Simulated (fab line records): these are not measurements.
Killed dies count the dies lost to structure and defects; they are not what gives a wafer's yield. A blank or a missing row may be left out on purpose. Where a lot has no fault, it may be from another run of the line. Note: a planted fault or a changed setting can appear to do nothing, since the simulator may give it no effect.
Split-lot study / flow n5Finfet / on a route of 1938 steps: 7 lots, 21 wafers read

SPLIT DETAILS
At N5_BEOL_M5_COAT_66 (time 60 s, resist thk 12 nm), the setting spinRpm was moved away from the recipe's 1500 rpm on 5 of the 21 wafers read, by +7.5% to +9.5%. For the rest of the wafers, this setting stayed at what the recipe calls for.

FROM THE SPLIT TO THE READING: what the file shows between them, 8 steps
- N5_BEOL_M5_COAT_22: resist thk 30 nm (also split here: spinRpm)
- N5_BEOL_M5_EBR_24
- N5_BEOL_M5_SOFTBAKE_23: time 60 s
- N5_BEOL_M5_EXPOSE_25: exposes mask V4, defocus 10 nm
- N5_BEOL_M5_PEB_26: peb time 60 s
- N5_BEOL_M5_DEVELOP_27: develop time 30 s
- N5_BEOL_M5_DESCUM_33: chemistry O2, time 7 s
- N5_BEOL_M5_ETCH_75: etches underlayer in N2/H2, target depth 6.5 nm, time 5.2 s

THE READING
etch.depthNm (the simulator's own value, which no gauge read), in nm, at N5_BEOL_M5_ETCH_67 (etches SiARC in CF4, target depth 15.6 nm, time 26 s). The file gives no usual value for it. Across the 16 wafers here that went through the recipe, the average is 11.95 nm and the standard deviation 0.024 nm.

wafer=L075.3; tool, chamber at the split=lithoTrack-01, 0; spinRpm as run, rpm=1500; against the recipe=recipe; etch.depthNm, nm=11.93; against lot-mates on the recipe=-
wafer=L075.5; tool, chamber at the split=lithoTrack-01, 0; spinRpm as run, rpm=1500; against the recipe=recipe; etch.depthNm, nm=11.91; against lot-mates on the recipe=-
wafer=L075.6; tool, chamber at the split=lithoTrack-01, 0; spinRpm as run, rpm=1500; against the recipe=recipe; etch.depthNm, nm=11.94; against lot-mates on the recipe=-
wafer=L074.1; tool, chamber at the split=lithoTrack-05, 0; spinRpm as run, rpm=1500; against the recipe=recipe; etch.depthNm, nm=11.96; against lot-mates on the recipe=-
wafer=L074.3; tool, chamber at the split=lithoTrack-05, 0; spinRpm as run, rpm=1643; against the recipe=+9.5%; etch.depthNm, nm=11.44; against lot-mates on the recipe=-0.50
wafer=L074.5; tool, chamber at the split=lithoTrack-05, 0; spinRpm as run, rpm=1500; against the recipe=recipe; etch.depthNm, nm=11.92; against lot-mates on the recipe=-
wafer=L076.2; tool, chamber at the split=lithoTrack-01, 0; spinRpm as run, rpm=1643; against the recipe=+9.5%; etch.depthNm, nm=11.43; against lot-mates on the recipe=-0.53
wafer=L076.4; tool, chamber at the split=lithoTrack-01, 0; spinRpm as run, rpm=1643; against the recipe=+9.5%; etch.depthNm, nm=11.45; against lot-mates on the recipe=-0.51
wafer=L076.6; tool, chamber at the split=lithoTrack-01, 0; spinRpm as run, rpm=1500; against the recipe=recipe; etch.depthNm, nm=11.96; against lot-mates on the recipe=-
wafer=L077.1; tool, chamber at the split=lithoTrack-01, 0; spinRpm as run, rpm=1500; against the recipe=recipe; etch.depthNm, nm=11.97; against lot-mates on the recipe=-
wafer=L077.2; tool, chamber at the split=lithoTrack-01, 0; spinRpm as run, rpm=1500; against the recipe=recipe; etch.depthNm, nm=11.94; against lot-mates on the recipe=-
wafer=L077.5; tool, chamber at the split=lithoTrack-01, 0; spinRpm as run, rpm=1500; against the recipe=recipe; etch.depthNm, nm=11.98; against lot-mates on the recipe=-
wafer=L084.3; tool, chamber at the split=lithoTrack-05, 0; spinRpm as run, rpm=1500; against the recipe=recipe; etch.depthNm, nm=11.96; against lot-mates on the recipe=-
wafer=L084.4; tool, chamber at the split=lithoTrack-05, 0; spinRpm as run, rpm=1500; against the recipe=recipe; etch.depthNm, nm=11.93; against lot-mates on the recipe=-
wafer=L084.5; tool, chamber at the split=lithoTrack-05, 0; spinRpm as run, rpm=1500; against the recipe=recipe; etch.depthNm, nm=11.89; against lot-mates on the recipe=-
wafer=L086.1; tool, chamber at the split=lithoTrack-05, 0; spinRpm as run, rpm=1500; against the recipe=recipe; etch.depthNm, nm=11.96; against lot-mates on the recipe=-
wafer=L086.3; tool, chamber at the split=lithoTrack-05, 0; spinRpm as run, rpm=1500; against the recipe=recipe; etch.depthNm, nm=11.96; against lot-mates on the recipe=-
wafer=L086.5; tool, chamber at the split=lithoTrack-05, 0; spinRpm as run, rpm=1500; against the recipe=recipe; etch.depthNm, nm=11.95; against lot-mates on the recipe=-
wafer=L096.4; tool, chamber at the split=lithoTrack-05, 0; spinRpm as run, rpm=1500; against the recipe=recipe; etch.depthNm, nm=11.97; against lot-mates on the recipe=-
wafer=L096.5; tool, chamber at the split=lithoTrack-05, 0; spinRpm as run, rpm=1613; against the recipe=+7.5%; etch.depthNm, nm=11.53; against lot-mates on the recipe=-0.44
wafer=L096.6; tool, chamber at the split=lithoTrack-05, 0; spinRpm as run, rpm=1613; against the recipe=+7.5%; etch.depthNm, nm=11.52; against lot-mates on the recipe=-0.45

FIT RESULTS
A straight line over all 21 wafers: etch.depthNm changes by -0.0538 nm for each +1% of spinRpm; r = -0.99; the points scatter about the line by 0.023 nm.
The same after taking each lot's own level away (the mean of its wafers on the recipe; 21 wafers): -0.0553 nm for each +1%; r = -1.00; scatter 0.02 nm.
The reading moves by 0.53 nm for the largest change in spinRpm, on that fit.
From 11.927 to 11.970 nm: that is the span of the lots' own levels, equal to 1.8 times the standard deviation above.
The two slopes agree, so the slope changes little with the lot-to-lot level.
Check: for one of the wafers moved furthest among these (+9.5%), held out of the fit, the line's prediction against its lot-mates is -0.537 nm. It came out at -0.5 nm against them.

OTHER SPLITS ON THESE WAFERS
Before the reading, these wafers also passed through other splits. Each is held against what the fit with the lots' levels taken away leaves over:
other split on the same wafers=N5_BEOL_M3_COAT_22 spinRpm; wafers away from the commonest value=6; r with etch.depthNm (lot level and that fit taken away)=-0.26
other split on the same wafers=N5_BEOL_M4_COAT_67 spinRpm; wafers away from the commonest value=4; r with etch.depthNm (lot level and that fit taken away)=-0.19
other split on the same wafers=N5_BEOL_M4_EXPOSE_25 doseMj; wafers away from the commonest value=7; r with etch.depthNm (lot level and that fit taken away)=+0.15
other split on the same wafers=N5_BEOL_M5_COAT_22 spinRpm; wafers away from the commonest value=7; r with etch.depthNm (lot level and that fit taken away)=-0.20

THE WHOLE CHAIN: every reading that the file lists as answering this split, in the file's order
step=N5_BEOL_M5_COAT_66; what it does=time 60 s, resist thk 12 nm; reading=SiARC_of_BEOL_M5_COAT_66.thkNm (the simulator's own value, which no gauge read); change (the file's fit)=-0.0606 nm for each +1% of the setting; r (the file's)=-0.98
step=N5_BEOL_M5_ETCH_67; what it does=etches SiARC in CF4, target depth 15.6 nm, time 26 s; reading=etch.depthNm (the simulator's own value, which no gauge read); change (the file's fit)=-0.0547 nm for each +1% of the setting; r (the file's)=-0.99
step=N5_BEOL_M5_ETCH_67; what it does=etches SiARC in CF4, target depth 15.6 nm, time 26 s; reading=CAR-EUV_of_BEOL_M5_COAT_22.thkNm (the simulator's own value, which no gauge read); change (the file's fit)=+0.0446 nm for each +1% of the setting, in a fit together with spinRpm@BEOL_M5_COAT_22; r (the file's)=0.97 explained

THE FILE'S OWN FIT
etch.depthNm changes by -0.0547 nm for each +1% of spinRpm, r = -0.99.
